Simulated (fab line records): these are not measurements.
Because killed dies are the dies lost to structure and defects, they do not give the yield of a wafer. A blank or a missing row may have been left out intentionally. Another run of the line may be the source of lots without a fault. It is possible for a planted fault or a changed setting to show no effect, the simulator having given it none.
Which of the tools did it? | flow nandHarc | Sampling: 13 lots, 39 wafers, 5 of 1302 route steps

== WHAT THE GAUGES SHOWED, per wafer ==
NHARC_END_SORT_01. Usual: defectLimitedYield is 90.7 % with standard deviation 3, killedAtArray is 58 with standard deviation 20, killedAtOther is 0.9 with standard deviation 1.4, killedAtPeriphery is 4 with standard deviation 3.1, killedDies is 63 with standard deviation 20, killedOpen is 3.3 with standard deviation 1.8, and killedShort is 2.4 with standard deviation 1.5.
lot  | measured     | on        | defectLimitedYield (%) | killedAtArray | killedAtOther | killedAtPeriphery | killedDies  | killedOpen | killedShort | flag
L448 | day 28 09:01 | prober-02 | 0 0 0                  | 674 673 674   | 3 3 1         | 0 1 2             | 677 677 677 | 2 4 3      | 4 2 3       | OFF
L457 | day 31 12:09 | prober-02 | 88.9 89.5 92.2         | 67 67 47      | 1 1 0         | 7 3 6             | 75 71 53    | 4 1 4      | 4 2 3       | 

== EACH LOT AND THE TOOL THAT RAN IT (in order: tool; ch and the chambers of the sampled wafers; start) ==
lot  | NHARC_A_M0_DEP_32               | NHARC_A_M1_ETCH_28                           | NHARC_A_M1_PVD_21           | NHARC_A_M1_ANNEAL_31
L443 | pecvd-02 ch 0,1,2, day 24 00:17 | rieDiel-05 ch 1,2,3, day 24 02:51 or earlier | pvdSputter-01, day 24 02:51 | rtpAnneal-02 ch 0, day 24 03:30
L442 | pecvd-01 ch 0,1, day 24 01:59   | rieDiel-05 ch 0,2,3, day 24 04:56 or earlier | pvdSputter-01, day 24 04:56 | rtpAnneal-02 ch 0, day 24 05:35
L445 | pecvd-01 ch 0,1, day 25 02:19   | rieDiel-12 ch 0,2,3, day 25 04:19            | pvdSputter-02, day 25 04:56 | rtpAnneal-02 ch 0, day 25 05:26
L447 | pecvd-03 ch 1,2, day 25 22:49   | rieDiel-05 ch 0,2, day 26 01:23 or earlier   | pvdSputter-02, day 26 01:23 | rtpAnneal-02 ch 0, day 26 01:57
L449 | pecvd-02 ch 0,1,2, day 26 11:10 | rieDiel-05 ch 1,2,3, day 26 13:55 or earlier | pvdSputter-03, day 26 13:55 | rtpAnneal-01 ch 0, day 26 14:28
L448 | pecvd-03 ch 0,1, day 26 16:50   | rieDiel-10 ch 0,1,3, day 26 19:29 or earlier | pvdSputter-01, day 26 19:29 | rtpAnneal-02 ch 0, day 26 19:59
L450 | pecvd-01 ch 0,1, day 27 13:25   | rieDiel-12 ch 2,3, day 27 15:58 or earlier   | pvdSputter-01, day 27 15:58 | rtpAnneal-01 ch 0, day 27 16:32
L457 | pecvd-01 ch 0,1, day 29 19:19   | rieDiel-10 ch 1,2, day 29 21:58 or earlier   | pvdSputter-01, day 29 21:58 | rtpAnneal-01 ch 0, day 29 22:41
L458 | pecvd-02 ch 0,1,2, day 31 05:02 | rieDiel-10 ch 0,1, day 31 07:26 or earlier   | pvdSputter-01, day 31 07:26 | rtpAnneal-02 ch 0, day 31 08:05
L463 | pecvd-01 ch 0,1,2, day 32 16:12 | rieDiel-12 ch 0,2,3, day 32 18:47 or earlier | pvdSputter-03, day 32 18:47 | rtpAnneal-02 ch 0, day 32 19:17
L461 | pecvd-02 ch 1,2, day 32 17:43   | rieDiel-12 ch 0,1,3, day 32 20:21 or earlier | pvdSputter-02, day 32 20:21 | rtpAnneal-01 ch 0, day 32 20:53
L460 | pecvd-01 ch 0,1,2, day 32 20:57 | rieDiel-12 ch 1,2,3, day 32 23:41 or earlier | pvdSputter-02, day 32 23:41 | rtpAnneal-02 ch 0, day 33 00:16
L462 | pecvd-03 ch 0,1,2, day 33 00:22 | rieDiel-12 ch 0,1,2, day 33 02:53 or earlier | pvdSputter-03, day 33 02:53 | rtpAnneal-01 ch 0, day 33 03:26
- NHARC_A_M0_DEP_32: deposits SiCN, target thk 30 nm.
- NHARC_A_M1_ETCH_28: etches the open film in CF4/N2, target depth 30 nm, time 72.99 s.
- NHARC_A_M1_PVD_21: deposits Cu, target thk 30 nm, time 20.49 s.
- NHARC_A_M1_ANNEAL_31: time 90 s.

== AS READ BY THE TOOLS THEMSELVES (means over the sampled wafers that have a number; for cases with no such wafer, the mark the record gives instead) ==
NHARC_A_M0_DEP_32. Usual: heaterPowerW 597 W, standard deviation 47.
lot  | tool     | heaterPowerW (W) | flag
L443 | pecvd-02 | 558              | 
L442 | pecvd-01 | 580              | 
L445 | pecvd-01 | 615              | 
L447 | pecvd-03 | 635              | 
L449 | pecvd-02 | 561              | 
L448 | pecvd-03 | 527              | 
L450 | pecvd-01 | 667              | 
L457 | pecvd-01 | 587              | 
L458 | pecvd-02 | 574              | 
L463 | pecvd-01 | 566              | 
L461 | pecvd-02 | 613              | 
L460 | pecvd-01 | 595              | 
L462 | pecvd-03 | 591              | 

NHARC_A_M1_ETCH_28. Usual: chamberPressureMTorr 29.997 mTorr, standard deviation 0.029; drypumpMotorCurrentA 5.6 A, standard deviation 0.48; oesProductAu 0.999 a.u., standard deviation 0.0067; rfVppV 314.3 V, standard deviation 1.9; showerheadPlenumPTorr 2.64 Torr, standard deviation 0.11; throttleValvePct 19.793 %, standard deviation 0.0094.
lot  | tool       | chamberPressureMTorr (mTorr) | drypumpMotorCurrentA (A) | oesProductAu (a.u.) | rfVppV (V) | showerheadPlenumPTorr (Torr) | throttleValvePct (%) | flag
L443 | rieDiel-05 | 29.983                       | 5.7                      | 0.995               | 315.3      | 2.72                         | 19.792               | 
L442 | rieDiel-05 | 29.995                       | 5.6                      | 1.007               | 315.1      | 2.64                         | 19.787               | 
L445 | rieDiel-12 | 29.991                       | 5.6                      | 1.006               | 312.8      | 2.55                         | 19.795               | 
L447 | rieDiel-05 | 29.987                       | 5.2                      | 0.998               | 314.8      | 2.65                         | 19.799               | 
L449 | rieDiel-05 | 29.982                       | 5.7                      | 0.992               | 315.3      | 2.72                         | 19.785               | 
L448 | rieDiel-10 | 30.008                       | 5.9                      | 0.999               | 314.8      | 2.69                         | 19.788               | 
L450 | rieDiel-12 | 30.028                       | 5.9                      | 1.004               | 314.7      | 2.61                         | 19.788               | 
L457 | rieDiel-10 | 30.006                       | 5.5                      | 0.997               | 314.1      | 2.62                         | 19.799               | 
L458 | rieDiel-10 | 30.011                       | 5.7                      | 1.005               | 314.8      | 2.65                         | 19.787               | 
L463 | rieDiel-12 | 30.004                       | 5.7                      | 1.008               | 312.9      | 2.54                         | 19.789               | 
L461 | rieDiel-12 | 29.980                       | 5.4                      | 0.996               | 313.1      | 2.56                         | 19.790               | 
L460 | rieDiel-12 | 29.979                       | 5.6                      | 1.000               | 313.8      | 2.63                         | 19.781               | 
L462 | rieDiel-12 | 30.007                       | 5.2                      | 0.998               | 314.6      | 2.62                         | 19.809               | 

NHARC_A_M1_PVD_21. Usual: cathodeDcPowerW 5000.1 W, standard deviation 0.86; chamberPressurePa 5.002 Pa, standard deviation 0.0091; throttleValvePct 29.8 %, standard deviation 0.95.
lot  | tool          | cathodeDcPowerW (W) | chamberPressurePa (Pa) | throttleValvePct (%) | flag
L443 | pvdSputter-01 | 5000.4              | 5.000                  | 29.3                 | 
L442 | pvdSputter-01 | 4999.8              | 5.007                  | 29.6                 | 
L445 | pvdSputter-02 | 5000.3              | 5.001                  | 30.2                 | 
L447 | pvdSputter-02 | 4999.7              | 5.004                  | 30.2                 | 
L449 | pvdSputter-03 | -                   | -                      | -                    | OFF
L448 | pvdSputter-01 | -                   | -                      | -                    | OFF
L450 | pvdSputter-01 | 5001.2              | 5.003                  | 28.9                 | 
L457 | pvdSputter-01 | 4999.7              | 5.000                  | 29.8                 | 
L458 | pvdSputter-01 | 4999.9              | 4.998                  | 30.5                 | 
L463 | pvdSputter-03 | 5000.4              | 5.002                  | 29.5                 | 
L461 | pvdSputter-02 | 5000.0              | 5.004                  | 30.3                 | 
L460 | pvdSputter-02 | 4999.3              | 4.993                  | 30.3                 | 
L462 | pvdSputter-03 | 4999.3              | 5.007                  | 29.5                 | 

NHARC_A_M1_ANNEAL_31. Usual: wafer_temp_C_max 225.82, standard deviation 0.29.
lot  | tool         | wafer_temp_C_max | flag
L443 | rtpAnneal-02 | 225.62           | 
L442 | rtpAnneal-02 | 225.70           | 
L445 | rtpAnneal-02 | 225.73           | 
L447 | rtpAnneal-02 | 225.48           | 
L449 | rtpAnneal-01 | 225.99           | 
L448 | rtpAnneal-02 | 225.58           | 
L450 | rtpAnneal-01 | 226.20           | 
L457 | rtpAnneal-01 | 226.05           | 
L458 | rtpAnneal-02 | 225.40           | 
L463 | rtpAnneal-02 | 225.81           | 
L461 | rtpAnneal-01 | 225.88           | 
L460 | rtpAnneal-02 | 225.39           | 
L462 | rtpAnneal-01 | 226.05           | 

== THE ANSWER, worked out from the rows above alone ==
Rule: a lot counts as off when the mean over its wafers that have a number is more than 3 standard deviations away from the usual mean. Also off: a lot with no number at a reading for which 4 or more lots have one. The other lots that the step has rows for count as sound. The gauges are gone through in route order, then the tools' own readings, and for those a lot's mean is taken as printed above. At the first step where some lot is off, the reading lying furthest off is the one used; lots without a number count as furthest.
Off, at NHARC_END_SORT_01 on killedAtArray: L448. Neither off nor sound, because the step has no rows for them: L443, L442, L445, L447, L449, L450, L458, L463, L461, L460, L462.
A tool fits if, at a process step before that reading, it ran every lot that is off, and no sound lot after the first of them. The gauges at NHARC_END_SORT_01 aren't tried: what is off there is off at NHARC_A_M1_PVD_21 too, on other tools, and a gauge's error can't cause that. With no start given for some of its lots, NHARC_A_M1_ETCH_28 uses the hours and lot order of NHARC_A_M1_PVD_21. Undecided on this evidence; 2 tools fit (pecvd-03 at NHARC_A_M0_DEP_32, rtpAnneal-02 at NHARC_A_M1_ANNEAL_31).

== WHAT WAS PUT IN BY THE SIMULATOR ==
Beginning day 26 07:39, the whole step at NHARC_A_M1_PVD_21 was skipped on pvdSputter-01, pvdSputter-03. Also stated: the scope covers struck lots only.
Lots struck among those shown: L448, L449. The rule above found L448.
